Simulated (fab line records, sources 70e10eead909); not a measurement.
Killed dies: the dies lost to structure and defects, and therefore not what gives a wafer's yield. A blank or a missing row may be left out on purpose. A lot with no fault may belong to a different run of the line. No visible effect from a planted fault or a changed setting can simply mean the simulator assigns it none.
Chamber matching    flow nand_harc    cmp-01 running NHARC_A_BLC_CMP_25: 4 sister chambers
The step polishes, t overpolish 30 s, target thk 150 nm. 16 wafers are shown with their chamber, then 8 later ones without.

## WAFERS WITH THEIR CHAMBER
wafer   chamber  motor_current_A (A)  time_to_endpoint_s (s)  overpolish_run_s (s)
L074.2  3        13.0                 30.8                    30.006
L074.3  2        10.7                 33.7                    29.997
L074.4  0        12.3                 29.0                    29.988
L077.3  1        13.9                 28.2                    30.015
L077.4  2        10.8                 29.3                    29.998
L077.5  3        12.4                 31.7                    29.999
L080.3  2        10.7                 35.2                    30.006
L080.4  0        11.8                 31.7                    30.013
L080.6  3        11.9                 33.9                    29.995
L084.1  3        11.7                 30.4                    30.000
L084.3  0        12.2                 31.2                    30.007
L084.6  1        15.2                 29.2                    30.002
L085.1  1        15.2                 25.8                    29.987
L085.3  0        11.9                 29.5                    30.013
L085.6  3        12.0                 28.9                    30.003
L094.1  3        11.9                 34.9                    30.009

SIGNATURES, as means of the wafers listed above
reading             chamber 0  chamber 1  chamber 2  chamber 3  scatter within a chamber
motor_current_A     12.050     14.767     10.733     12.150     0.451
time_to_endpoint_s  30.350     27.733     32.733     31.767     2.15
overpolish_run_s    30.00525   30.00133   30.00033   30.00200   0.00908
Rule: distance of a wafer from a chamber = root of the sum over the readings of ((wafer's reading minus chamber's mean) / reading's scatter) squared. If the next closest chamber is less than 2 further off than the closest, the wafer can't be placed; otherwise it belongs to the closest. The scatter: take each reading less its chamber's mean, square it, sum over the shown wafers, divide by the number of wafers less the number of chambers, and take the root.

## WAFERS MISSING THEIR CHAMBER
wafer   motor_current_A (A)  time_to_endpoint_s (s)  overpolish_run_s (s)
L094.2  12.4                 30.3                    29.994
L094.3  14.7                 28.9                    30.002
L094.4  10.5                 30.5                    30.006
L094.5  10.9                 31.9                    29.998
L094.6  14.5                 29.5                    29.986
L097.3  10.3                 29.0                    29.997
L097.4  14.9                 28.9                    29.985
L097.5  10.2                 29.8                    29.999

## EACH ONE'S CHAMBER
wafer   from the rows above      in truth
L094.2  can't be placed: 3 or 0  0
L094.3  1                        1
L094.4  2                        2
L094.5  2                        2
L094.6  1                        1
L097.3  2                        2
L097.4  1                        1
L097.5  2                        2
Correctly placed: 7 of 8. Can't be placed from these rows: 1 (the true chamber is among the candidates in 1). 0 placed wrongly.
